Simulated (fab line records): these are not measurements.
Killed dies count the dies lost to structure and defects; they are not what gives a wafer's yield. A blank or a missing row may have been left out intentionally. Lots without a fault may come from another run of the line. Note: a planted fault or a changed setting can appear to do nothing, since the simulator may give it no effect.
Which tool is to blame?	flow n5-finfet	24 lots, 72 wafers sampled, at 4 steps of a route of 1938

WHAT EACH GAUGE READ, for each wafer
N5_BEOL_M2_CD_MEAS_35: target cd 18 nm, target cd y 22.2 nm. Usual: cd-nm at 18.1 nm, with a standard deviation of 0.48.
lot	measured	on	cd-nm (nm)	flag
L074	day 8 12:56	cd-sem-02	17.9 18.1 18.0	
L075	day 8 13:10	cd-sem-02	19.0 17.9 18.4	
L077	day 8 15:25	cd-sem-01	17.8 18.7 17.4	
L076	day 8 18:21	cd-sem-01	18.8 17.3 16.9	
L078	day 9 01:07	cd-sem-01	18.9 18.1 18.4	
L079	day 9 18:28	cd-sem-01	18.9 17.6 18.0	
L080	day 9 18:39	cd-sem-03	18.1 19.1 17.7	
L082	day 9 18:42	cd-sem-03	18.6 17.6 17.8	
L084	day 9 22:34	cd-sem-01	18.3 18.1 18.3	
L081	day 10 02:10	cd-sem-01	17.7 18.8 18.2	
L086	day 10 04:47	cd-sem-01	18.4 18.5 18.6	
L083	day 10 19:55	cd-sem-01	18.7 19.0 19.0	
L085	day 11 10:17	cd-sem-01	17.9 17.9 17.7	
L087	day 12 02:07	cd-sem-01	18.0 17.9 18.5	
L088	day 12 07:14	cd-sem-03	18.3 18.4 18.1	
L089	day 12 07:42	cd-sem-01	18.0 18.1 17.2	
L090	day 12 20:08	cd-sem-01	18.0 18.8 17.7	
L091	day 13 04:34	cd-sem-03	17.6 17.9 18.4	
L092	day 13 01:45	cd-sem-01	18.3 17.9 18.1	
L093	day 13 16:11	cd-sem-01	18.8 18.7 19.0	
L094	day 13 12:35	cd-sem-02	18.2 18.1 18.3	
L096	day 13 21:33	cd-sem-02	18.7 17.5 18.4	
L095	day 14 05:44	cd-sem-01	19.2 18.1 17.2	
L097	day 14 22:05	cd-sem-02	18.5 18.8 18.3	

EACH LOT AND THE TOOL THAT RAN IT (in order: tool; ch and the chambers of the sampled wafers; start)
lot	N5_BEOL_M2_ETCH_69	N5_BEOL_M2_VIA_ETCH_34	N5_BEOL_M2_TRENCH_ETCH_37
L074	rie-diel-04 ch 2,3, day 8 09:38	rie-diel-04 ch 0,1,3, day 8 12:31	rie-diel-04 ch 0,1,3, day 8 12:56 or earlier
L075	rie-diel-04 ch 1,2,3, day 8 10:48	rie-diel-01 ch 1,2,3, day 8 12:46	rie-diel-01 ch 1,2,3, day 8 13:10 or earlier
L077	rie-diel-03 ch 0,1,3, day 8 13:53	rie-diel-03 ch 0,1,2, day 8 15:01	rie-diel-03 ch 0,1,2, day 8 15:25 or earlier
L076	rie-diel-03 ch 1,2, day 8 14:04	rie-diel-04 ch 2,3, day 8 17:55	rie-diel-04 ch 2,3, day 8 18:21 or earlier
L078	rie-diel-03 ch 0,1,3, day 8 23:40	rie-diel-03 ch 1,2,3, day 9 00:43	rie-diel-03 ch 1,2,3, day 9 01:07 or earlier
L079	rie-diel-03 ch 1,2,3, day 9 10:58	rie-diel-01 ch 0,1,2, day 9 18:05	rie-diel-01 ch 0,1,2, day 9 18:28 or earlier
L080	rie-diel-03 ch 0,1,2, day 9 14:19	rie-diel-03 ch 1,3, day 9 18:14	rie-diel-03 ch 1,3, day 9 18:39 or earlier
L082	rie-diel-04 ch 0,3, day 9 14:25	rie-diel-04 ch 0,3, day 9 18:17	rie-diel-04 ch 0,3, day 9 18:42 or earlier
L084	rie-diel-03 ch 1,3, day 9 15:22	rie-diel-04 ch 0,3, day 9 22:10	rie-diel-04 ch 0,3, day 9 22:34 or earlier
L081	rie-diel-01 ch 0,2, day 9 15:43	rie-diel-03 ch 1,2,3, day 10 01:46	rie-diel-03 ch 1,2,3, day 10 02:10 or earlier
L086	rie-diel-01 ch 0,1,2, day 9 19:37	rie-diel-01 ch 0,2,3, day 10 04:22	rie-diel-01 ch 0,2,3, day 10 04:47 or earlier
L083	rie-diel-01 ch 1,2, day 9 21:16	rie-diel-01 ch 0,1,3, day 10 19:31	rie-diel-01 ch 0,1,3, day 10 19:55 or earlier
L085	rie-diel-03 ch 0,2,3, day 10 14:01	rie-diel-01 ch 1,2,3, day 11 09:52	rie-diel-01 ch 1,2,3, day 11 10:17 or earlier
L087	rie-diel-01 ch 0,1,2, day 10 17:14	rie-diel-03 ch 1,2, day 12 01:43	rie-diel-03 ch 1,2, day 12 02:07 or earlier
L088	rie-diel-03 ch 0,1, day 10 21:31	rie-diel-04 ch 1,2,3, day 12 06:49	rie-diel-04 ch 1,2,3, day 12 07:14 or earlier
L089	rie-diel-03 ch 0,1,3, day 11 02:22	rie-diel-04 ch 0,1,2, day 12 07:17	rie-diel-04 ch 0,1,2, day 12 07:42 or earlier
L090	rie-diel-04 ch 1,3, day 11 05:49	rie-diel-03 ch 0,1,3, day 12 19:44	rie-diel-03 ch 0,1,3, day 12 20:08 or earlier
L091	rie-diel-01 ch 0,1, day 11 06:28	rie-diel-04 ch 1,3, day 13 04:10	rie-diel-04 ch 1,3, day 13 04:34 or earlier
L092	rie-diel-03 ch 0,2, day 11 21:17	rie-diel-01 ch 0,1,2, day 13 01:21	rie-diel-01 ch 0,1,2, day 13 01:45 or earlier
L093	rie-diel-04 ch 0,3, day 11 21:29	rie-diel-01 ch 1,2,3, day 13 15:46	rie-diel-01 ch 1,2,3, day 13 16:11 or earlier
L094	rie-diel-04 ch 0,1,3, day 12 03:29	rie-diel-01 ch 0,1,2, day 13 12:11	rie-diel-01 ch 0,1,2, day 13 12:35 or earlier
L096	rie-diel-04 ch 1,2,3, day 12 03:35	rie-diel-04 ch 0,2,3, day 13 21:08	rie-diel-04 ch 0,2,3, day 13 21:33 or earlier
L095	rie-diel-01 ch 1,2,3, day 12 08:27	rie-diel-04 ch 1,2, day 14 05:20	rie-diel-04 ch 1,2, day 14 05:44 or earlier
L097	rie-diel-03 ch 0,1,3, day 12 14:17	rie-diel-04 ch 0,1,3, day 14 21:41	rie-diel-04 ch 0,1,3, day 14 22:05 or earlier
- N5_BEOL_M2_ETCH_69: etches SiARC in CF4, target depth 15.6 nm, time 26 s.
- N5_BEOL_M2_VIA_ETCH_34: etches the open film in C4F6/O2, target depth 69.4 nm, time 65.9 s.
- N5_BEOL_M2_TRENCH_ETCH_37: etches SiOC in C4F6/O2, target depth 55.555 nm, time 29.2 s.

WHAT THE TOOLS THEMSELVES READ (means of the sampled wafers that have a number; where no wafer has one, the mark that the record gives instead)
N5_BEOL_M2_ETCH_69. Usual: drypump-motor-current-A 5.68 A, standard deviation 0.2; etch-rf-on-time-s 26.2 s, standard deviation 0.91; oes-product-au 0.68 a.u., standard deviation 0.075; rf-vpp-V 183.9 V, standard deviation 1.1; showerhead-plenum-p-Torr 2.13 Torr, standard deviation 0.063; throttle-valve-pct 15.65 %, standard deviation 0.2.
lot	tool	drypump-motor-current-A (A)	etch-rf-on-time-s (s)	oes-product-au (a.u.)	rf-vpp-V (V)	showerhead-plenum-p-Torr (Torr)	throttle-valve-pct (%)	flag
L074	rie-diel-04	5.28	27.2	0.61	184.6	2.21	15.87	
L075	rie-diel-04	5.53	26.2	0.69	184.3	2.16	15.64	
L077	rie-diel-03	5.66	26.0	0.65	183.8	2.08	15.63	
L076	rie-diel-03	5.90	26.4	0.64	185.0	2.16	15.67	
L078	rie-diel-03	5.64	26.3	0.65	183.8	2.08	15.64	
L079	rie-diel-03	5.79	26.5	0.66	183.8	2.11	15.64	
L080	rie-diel-03	5.77	25.9	0.63	184.4	2.13	15.67	
L082	rie-diel-04	5.64	25.6	0.73	184.0	2.13	15.72	
L084	rie-diel-03	5.71	26.8	0.66	182.5	2.06	15.62	
L081	rie-diel-01	5.71	26.4	0.67	183.3	2.10	15.74	
L086	rie-diel-01	5.64	26.3	0.68	183.9	2.15	15.75	
L083	rie-diel-01	5.58	26.8	0.67	184.9	2.21	15.77	
L085	rie-diel-03	5.71	26.5	0.62	184.1	2.13	15.66	
L087	rie-diel-01	5.63	26.2	0.67	184.4	2.15	15.77	
L088	rie-diel-03	5.69	25.5	0.65	183.3	2.08	15.70	
L089	rie-diel-03	5.65	25.7	0.65	182.9	2.08	15.69	
L090	rie-diel-04	5.46	26.5	0.66	184.1	2.16	15.74	
L091	rie-diel-01	5.60	25.6	0.70	184.2	2.19	15.65	
L092	rie-diel-03	5.82	26.7	0.60	184.4	2.17	15.72	
L093	rie-diel-04	5.65	26.1	0.70	183.4	2.13	15.75	
L094	rie-diel-04	5.65	26.2	0.72	184.5	2.12	15.63	
L096	rie-diel-04	5.50	26.4	0.73	184.1	2.15	15.53	
L095	rie-diel-01	5.68	26.7	0.69	184.5	2.16	15.66	
L097	rie-diel-03	5.66	26.1	0.63	183.1	2.07	15.70	

N5_BEOL_M2_VIA_ETCH_34. Usual: drypump-motor-current-A 5.67 A, standard deviation 0.22; oes_f_703_au 0.80 a.u., standard deviation 0.096; oes-product-au 0.80 a.u., standard deviation 0.088; rf-vpp-V 671 V, standard deviation 24; showerhead-plenum-p-Torr 2.83 Torr, standard deviation 0.081; throttle-valve-pct 30.7 %, standard deviation 0.32.
lot	tool	drypump-motor-current-A (A)	oes_f_703_au (a.u.)	oes-product-au (a.u.)	rf-vpp-V (V)	showerhead-plenum-p-Torr (Torr)	throttle-valve-pct (%)	flag
L074	rie-diel-04	5.66	0.90	0.89	676	2.82	30.6	
L075	rie-diel-01	5.67	0.72	0.75	698	2.87	30.9	
L077	rie-diel-03	5.76	0.78	0.74	646	2.83	30.9	
L076	rie-diel-04	5.36	0.69	0.70	680	2.92	30.7	
L078	rie-diel-03	5.81	0.79	0.77	650	2.81	30.9	
L079	rie-diel-01	5.64	0.77	0.79	678	2.86	31.0	
L080	rie-diel-03	5.70	0.79	0.76	645	2.74	30.9	
L082	rie-diel-04	5.44	0.78	0.79	678	2.86	30.8	
L084	rie-diel-04	5.45	0.77	0.79	677	2.86	30.8	
L081	rie-diel-03	5.80	0.78	0.75	649	2.81	30.9	
L086	rie-diel-01	5.74	0.81	0.84	671	2.79	30.7	
L083	rie-diel-01	5.71	0.84	0.86	676	2.84	30.6	
L085	rie-diel-01	5.69	0.79	0.82	699	2.86	30.8	
L087	rie-diel-03	5.84	0.78	0.74	644	2.80	31.1	
L088	rie-diel-04	5.52	0.86	0.86	679	2.85	30.5	
L089	rie-diel-04	5.74	0.92	0.91	674	2.81	30.5	
L090	rie-diel-03	5.66	0.76	0.74	640	2.75	30.9	
L091	rie-diel-04	5.48	0.77	0.76	679	2.84	30.6	
L092	rie-diel-01	5.64	0.75	0.78	677	2.85	31.0	
L093	rie-diel-01	5.71	0.76	0.80	697	2.85	30.8	
L094	rie-diel-01	5.65	0.74	0.77	678	2.85	31.0	
L096	rie-diel-04	5.52	0.82	0.83	677	2.85	30.7	
L095	rie-diel-04	5.60	0.90	0.90	678	2.85	30.4	
L097	rie-diel-04	5.65	0.82	0.81	675	2.80	30.6	

N5_BEOL_M2_TRENCH_ETCH_37. Usual: drypump-motor-current-A 5.67 A, standard deviation 0.22; oes_f_703_au 0.80 a.u., standard deviation 0.096; oes-product-au 0.80 a.u., standard deviation 0.089; rf-vpp-V 671 V, standard deviation 25; showerhead-plenum-p-Torr 2.83 Torr, standard deviation 0.081; throttle-valve-pct 20.88 %, standard deviation 0.25.
lot	tool	drypump-motor-current-A (A)	oes_f_703_au (a.u.)	oes-product-au (a.u.)	rf-vpp-V (V)	showerhead-plenum-p-Torr (Torr)	throttle-valve-pct (%)	flag
L074	rie-diel-04	5.66	0.90	0.89	676	2.82	20.77	
L075	rie-diel-01	5.68	0.72	0.75	699	2.88	20.97	
L077	rie-diel-03	5.77	0.78	0.74	646	2.84	20.92	
L076	rie-diel-04	5.34	0.68	0.70	681	2.92	20.96	
L078	rie-diel-03	5.81	0.78	0.76	649	2.81	20.93	
L079	rie-diel-01	5.64	0.77	0.80	678	2.86	21.04	
L080	rie-diel-03	5.70	0.80	0.77	644	2.75	20.91	
L082	rie-diel-04	5.46	0.78	0.79	678	2.87	20.99	
L084	rie-diel-04	5.45	0.77	0.79	678	2.87	21.00	
L081	rie-diel-03	5.80	0.78	0.76	649	2.81	20.93	
L086	rie-diel-01	5.75	0.81	0.83	670	2.80	20.84	
L083	rie-diel-01	5.73	0.83	0.86	677	2.84	20.72	
L085	rie-diel-01	5.69	0.78	0.82	698	2.87	20.90	
L087	rie-diel-03	5.84	0.78	0.75	643	2.80	21.04	
L088	rie-diel-04	5.51	0.86	0.86	679	2.85	20.72	
L089	rie-diel-04	5.74	0.92	0.92	675	2.81	20.67	
L090	rie-diel-03	5.66	0.76	0.74	640	2.76	20.98	
L091	rie-diel-04	5.44	0.77	0.77	680	2.85	20.88	
L092	rie-diel-01	5.63	0.74	0.78	677	2.85	21.05	
L093	rie-diel-01	5.70	0.76	0.80	699	2.86	20.92	
L094	rie-diel-01	5.63	0.74	0.77	677	2.85	21.08	
L096	rie-diel-04	5.50	0.82	0.83	677	2.86	20.89	
L095	rie-diel-04	5.56	0.90	0.90	678	2.85	20.61	
L097	rie-diel-04	5.68	0.82	0.81	675	2.80	20.83	

THE ANSWER, worked out from the rows above alone
Rule: a lot counts as off when the mean over its wafers that have a number is more than 3 standard deviations away from the usual mean. Also off: a lot with no number at a reading for which 4 or more lots have one. All remaining lots with rows at the step are treated as sound. The gauges are gone through in route order, then the tools' own readings, and for those a lot's mean is taken as printed above. The first step at which some lot is off is used, and at that step the reading that is off furthest; a lot without a number counts as furthest.
None of the lots is off at any reading shown; this tells nothing.

WHAT THE SIMULATOR HAD PUT IN
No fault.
